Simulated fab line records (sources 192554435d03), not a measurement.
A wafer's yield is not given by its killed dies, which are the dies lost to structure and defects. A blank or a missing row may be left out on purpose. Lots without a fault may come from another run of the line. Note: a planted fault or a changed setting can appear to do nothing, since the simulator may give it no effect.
Matching of chambers ; flow n5Finfet ; 4 sister chambers for N5_BEOL_M1_ALD_98 on aldSin-01
The step deposits SiO2, target thk 2.5 nm, pulse time 1 s, co reactant pulse time 1 s. 4 wafers are shown with their chamber, then 12 later ones without.

EACH WAFER AND ITS CHAMBER
wafer;chamber;heaterPowerW (W)
L084.6;1;77
L085.2;3;70
L085.3;0;70
L085.4;2;65

WAFERS MISSING THEIR CHAMBER
wafer;heaterPowerW (W)
L091.2;70
L091.3;67
L091.5;77
L094.1;77
L094.4;70
L094.6;80
L095.1;73
L095.3;79
L095.4;70
L097.3;70
L097.4;67
L097.6;67

EACH ONE'S CHAMBER
wafer;from the rows above;in truth
L091.2;can't be placed: 0 or 3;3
L091.3;can't be placed: 2 or 0 or 3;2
L091.5;1;1
L094.1;1;1
L094.4;can't be placed: 0 or 3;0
L094.6;1;1
L095.1;can't be placed: 0 or 3 or 1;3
L095.3;1;1
L095.4;can't be placed: 0 or 3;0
L097.3;can't be placed: 0 or 3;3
L097.4;can't be placed: 2 or 0 or 3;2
L097.6;can't be placed: 2 or 0 or 3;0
Correctly placed: 4 of 12. Cannot be placed on the basis of these rows: 8; the candidates contain the true chamber in 8. Wrongly placed: 0.
How it was worked out, from the rows above alone: a wafer's distance from a chamber is the root of the sum, over the readings, of the square of ((its reading less the chamber's mean) divided by the reading's scatter). If the next closest chamber is less than 2 further off than the closest, the wafer can't be placed; otherwise it belongs to the closest. Each chamber's mean is taken over the wafers shown for it. The scatter: root of mean squared gap, hidden wafer to nearest shown wafer, with one shown wafer a chamber.
